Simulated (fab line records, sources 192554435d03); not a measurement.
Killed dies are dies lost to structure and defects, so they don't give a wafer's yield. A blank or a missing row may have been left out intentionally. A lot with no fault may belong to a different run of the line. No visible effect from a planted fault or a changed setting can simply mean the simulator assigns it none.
Problem report in the 8D (eight disciplines) form, filled by code	flow n5 finfet	the parts of the form that need people (team, actions taken, sign-off) are left out

1. WHAT WENT WRONG
RC_P at N5_BEOL_M4_RC_MEAS_101 reads a mean of 22.6 ohm.um on 1 wafer of 1 lot; wafers without a fault read 19.2 ohm.um with a standard deviation of 0.42. Measured from the usual mean, that is +8.1 standard deviations.
Earliest sighting: wafer L633.6 on prober-02 at day 15 06:32. The record has a number at this step for 29 wafers belonging to 10 lots. Rule for "out" (also "out of limits"): further than 4 standard deviations from the usual mean. Any other wafer with a number is counted as sound.

2. WHAT IT IS AND WHAT IT IS NOT
question	is	is not
which readings at this step	RC_P, RC_DENSE_P, REXT_P	DIBL_N, DIBL_P, IOFF_N, IOFF_P, ION_N, ION_P, SS_N, SS_P, VT_N, VT_P
which lots	L633	L613, L614, L615, L618, L620, L621, L623, L624, L629
which wafers of those lots	L633.6	L633.1
read on which gauges	prober-02	prober-01
when	from day 15 06:32	up to then (28 sound wafers)

3. THE SUSPECTS, EACH WITH WHAT RULES IT OUT
Counting: any tool at a process step up to the reading remains a suspect provided it ran every lot that is out. Sound lots after the first of them don't rule it out here, since some wafers of a struck lot are sound.
- the gauge at N5_BEOL_M4_RC_MEAS_101: kept. All the wafers that are out were read on prober-02, and no step on other tools shows them out.
- rie diel-02 at N5_SD_EPI_P_ETCH_47 (etches SiOCN in CH3F/O2, target depth 25 nm): kept. It processed L633, the lot that is out, at day 8 14:27, and its most recent sound lot before then was L629 at day 7 12:10.
- pvd sputter-03 at N5_BEOL_M4_SPUTTER_96 (material Cu, target thk 4.5 nm, time 8.29 s): kept. It processed L633, the lot that is out, at day 15 05:25, and its most recent sound lot before then was L623 at day 13 06:07.
- cvd co-01 at N5_BEOL_M4_PRE_CLEAN_60 (time 15 s): kept. It processed L633, the lot that is out, at day 15 06:15, and its most recent sound lot before then was L624 at day 13 11:56.
- cvd co-01 at N5_BEOL_M4_CO_CAP_55 (material Co, precursor CCTBA/H2, target thk 2 nm, time 102.1 s): kept. It processed L633, the lot that is out, at day 15 06:17, and its most recent sound lot before then was L624 at day 13 11:59.
- Within rie diel-02 at N5_SD_EPI_P_ETCH_47, the wafers that are out were processed in chamber 1 and their sound lot-mates in chamber 3.
Left after counting: rie diel-02 at N5_SD_EPI_P_ETCH_47, pvd sputter-03 at N5_BEOL_M4_SPUTTER_96, cvd co-01 at N5_BEOL_M4_PRE_CLEAN_60, cvd co-01 at N5_BEOL_M4_CO_CAP_55, prober-02 at N5_BEOL_M4_RC_MEAS_101.

4. THE CAUSE (what the simulator had put in)
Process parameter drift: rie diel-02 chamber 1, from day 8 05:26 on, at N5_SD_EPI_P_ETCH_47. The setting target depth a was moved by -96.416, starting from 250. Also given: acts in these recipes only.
This tool is one of the 5 suspects left after counting.

5. THE EFFECT CHAIN, in route order
Each row: a reading whose mean over the struck wafers that have a number lies more than 3 standard deviations from the usual. Only readings whose record carries a usual standard deviation are examined. hours: median over the lots of the time between each lot's start at the first step of this table that gives one and its start at this step. sigmas: the change, counted in usual standard deviations.
hours	step	reading	usual	on struck wafers	change	sigmas
0	N5_BEOL_M4_RC_MEAS_101	RC_DENSE_P	23.5 ohm.um	27.7	+4.2	+7.9
0	N5_BEOL_M4_RC_MEAS_101	RC_P	19.2 ohm.um	22.6	+3.4	+8.1
0	N5_BEOL_M4_RC_MEAS_101	REXT_P	100.1 ohm.um	115.0	+14.9	+6.0

6. WHAT WOULD HAVE CAUGHT IT SOONER
In this record the first reading out of limits at a measuring or inspecting step was taken at day 15 06:32, 169 hours after the fault began at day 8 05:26.
No tool reading at N5_SD_EPI_P_ETCH_47 that has a usual standard deviation in the record was out on any struck wafer, so an alarm limit of 4 standard deviations on those readings would not have fired.
All the lots that are out (1) had begun N5_SD_EPI_P_ETCH_47 on rie diel-02 by day 15 06:32. Had the tool been put on hold then, not one of them would have been saved.
